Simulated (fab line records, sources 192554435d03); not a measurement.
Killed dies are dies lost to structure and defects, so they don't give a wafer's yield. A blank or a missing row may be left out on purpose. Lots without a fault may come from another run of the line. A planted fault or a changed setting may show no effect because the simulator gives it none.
Tool commonality check | flow n5_finfet | 8 lots, 24 wafers sampled

WHY IT WAS OPENED
At N5_BEOL_M0_OCD_MEAS_108 the reading trench_depth_nm is flagged on 3 of 8 lots. Wafers without a fault read 32.7 nm, standard deviation 0.61.
Rule: a lot is flagged when every wafer of it that has a number lies more than 4 standard deviations from that mean, or none has a number. The other lots count as sound.

lot  | measured     | on     | trench_depth_nm (nm), wafer by wafer | flag
L676 | day 6 02:59  | ocd-01 | 32.7 32.0 33.4                       |
L679 | day 7 07:52  | ocd-01 | 32.5 32.4 32.7                       |
L689 | day 9 11:02  | ocd-01 | 0.4 0.0 0                            | FLAGGED
L688 | day 9 11:02  | ocd-02 | 0.4 0.1 0.3                          | FLAGGED
L690 | day 9 18:20  | ocd-01 | 0.3 0 0.1                            | FLAGGED
L694 | day 10 22:01 | ocd-01 | 32.9 32.7 32.8                       |
L695 | day 10 22:23 | ocd-01 | 31.7 32.2 32.0                       |
L697 | day 11 17:39 | ocd-02 | 32.2 32.5 32.4                       |
The numbers of the flagged lots are 0.2 nm on average: -32.5 nm against the usual, or -53 standard deviations.

WHICH TOOL RAN EACH LOT
The record holds 4 process steps before the reading, out of a route of 1938 steps. In each cell: the tool, then ch and the chambers that the sampled wafers went through, then the start.
lot  | flag    | N5_BEOL_M0_SAQP_ETCH_73            | N5_BEOL_M0_HM_OPEN_105            | N5_BEOL_M0_ETCH_128                | N5_BEOL_M0_STRIP_142
L676 |         | rie_diel-03 ch 0,3, day 5 23:27    | rie_metal-03 ch 0, day 6 02:10    | rie_diel-06 ch 1,2,3, day 6 02:50  | rie_diel-06 ch 1,2,3, day 6 02:54
L679 |         | rie_diel-04 ch 1,3, day 7 02:14    | rie_metal-03 ch 0,1, day 7 06:29  | rie_diel-06 ch 0,1, day 7 07:43    | rie_diel-06 ch 0,1, day 7 07:47
L689 | FLAGGED | rie_diel-03 ch 1,3, day 9 07:25    | rie_metal-02 ch 0, day 9 10:34    | rie_diel-02 ch 0,2, day 9 10:53    | rie_diel-02 ch 0,2, day 9 10:58
L688 | FLAGGED | rie_diel-04 ch 0,1, day 9 04:07    | rie_metal-01 ch 0,1, day 9 10:34  | rie_diel-05 ch 0,1,2, day 9 10:54  | rie_diel-05 ch 0,1,2, day 9 10:58
L690 | FLAGGED | rie_diel-03 ch 0,2,3, day 9 13:05  | rie_metal-03 ch 0,1, day 9 17:31  | rie_diel-05 ch 1,2,3, day 9 18:11  | rie_diel-05 ch 1,2,3, day 9 18:16
L694 |         | rie_diel-03 ch 0,1,3, day 10 15:52 | rie_metal-02 ch 0, day 10 21:02   | rie_diel-05 ch 0,1,2, day 10 21:52 | rie_diel-05 ch 0,1,2, day 10 21:56
L695 |         | rie_diel-04 ch 0,1,3, day 10 17:11 | rie_metal-03 ch 0, day 10 21:05   | rie_diel-02 ch 0,2,3, day 10 22:14 | rie_diel-02 ch 0,2,3, day 10 22:19
L697 |         | rie_diel-04 ch 1,2, day 11 05:43   | rie_metal-03 ch 0,1, day 11 17:14 | rie_diel-02 ch 2,3, day 11 17:30   | rie_diel-02 ch 2,3, day 11 17:34
What these steps do:
- N5_BEOL_M0_SAQP_ETCH_73: etches SiARC in CF4, target depth 19.5 nm, time 32.5 s.
- N5_BEOL_M0_HM_OPEN_105: chemistry Cl2/BCl3, target TiN, target depth 12 nm.
- N5_BEOL_M0_ETCH_128: etches SiCN in CF4/N2, target depth 12 nm, overetch 5.1 nm, time 21.4 s.
- N5_BEOL_M0_STRIP_142: strips in N2/H2, time 10 s.
- N5_BEOL_M0_OCD_MEAS_108

FLAGGED OVER TOTAL, TOOL BY TOOL (the gauges that took the reading come last)
step                    | tool         | lots run | flagged | share of the flagged lots | sound lots run after its first flagged lot
N5_BEOL_M0_SAQP_ETCH_73 | rie_diel-03  | 4        | 2       | some                      | 1 (L694)
N5_BEOL_M0_SAQP_ETCH_73 | rie_diel-04  | 4        | 1       | some                      | 2 (L695,L697)
N5_BEOL_M0_HM_OPEN_105  | rie_metal-01 | 1        | 1       | some                      | 0
N5_BEOL_M0_HM_OPEN_105  | rie_metal-02 | 2        | 1       | some                      | 1 (L694)
N5_BEOL_M0_HM_OPEN_105  | rie_metal-03 | 5        | 1       | some                      | 2 (L695,L697)
N5_BEOL_M0_ETCH_128     | rie_diel-02  | 3        | 1       | some                      | 2 (L695,L697)
N5_BEOL_M0_ETCH_128     | rie_diel-05  | 3        | 2       | some                      | 1 (L694)
N5_BEOL_M0_ETCH_128     | rie_diel-06  | 2        | 0       | none                      | -
N5_BEOL_M0_STRIP_142    | rie_diel-02  | 3        | 1       | some                      | 2 (L695,L697)
N5_BEOL_M0_STRIP_142    | rie_diel-05  | 3        | 2       | some                      | 1 (L694)
N5_BEOL_M0_STRIP_142    | rie_diel-06  | 2        | 0       | none                      | -
N5_BEOL_M0_OCD_MEAS_108 | ocd-01       | 6        | 2       | some                      | 2 (L694,L695)
N5_BEOL_M0_OCD_MEAS_108 | ocd-02       | 2        | 1       | some                      | 1 (L697)

WHAT THE TABLE ALLOWS
No row of the table ran every flagged lot.

WHAT THE SIMULATOR HAD PUT IN
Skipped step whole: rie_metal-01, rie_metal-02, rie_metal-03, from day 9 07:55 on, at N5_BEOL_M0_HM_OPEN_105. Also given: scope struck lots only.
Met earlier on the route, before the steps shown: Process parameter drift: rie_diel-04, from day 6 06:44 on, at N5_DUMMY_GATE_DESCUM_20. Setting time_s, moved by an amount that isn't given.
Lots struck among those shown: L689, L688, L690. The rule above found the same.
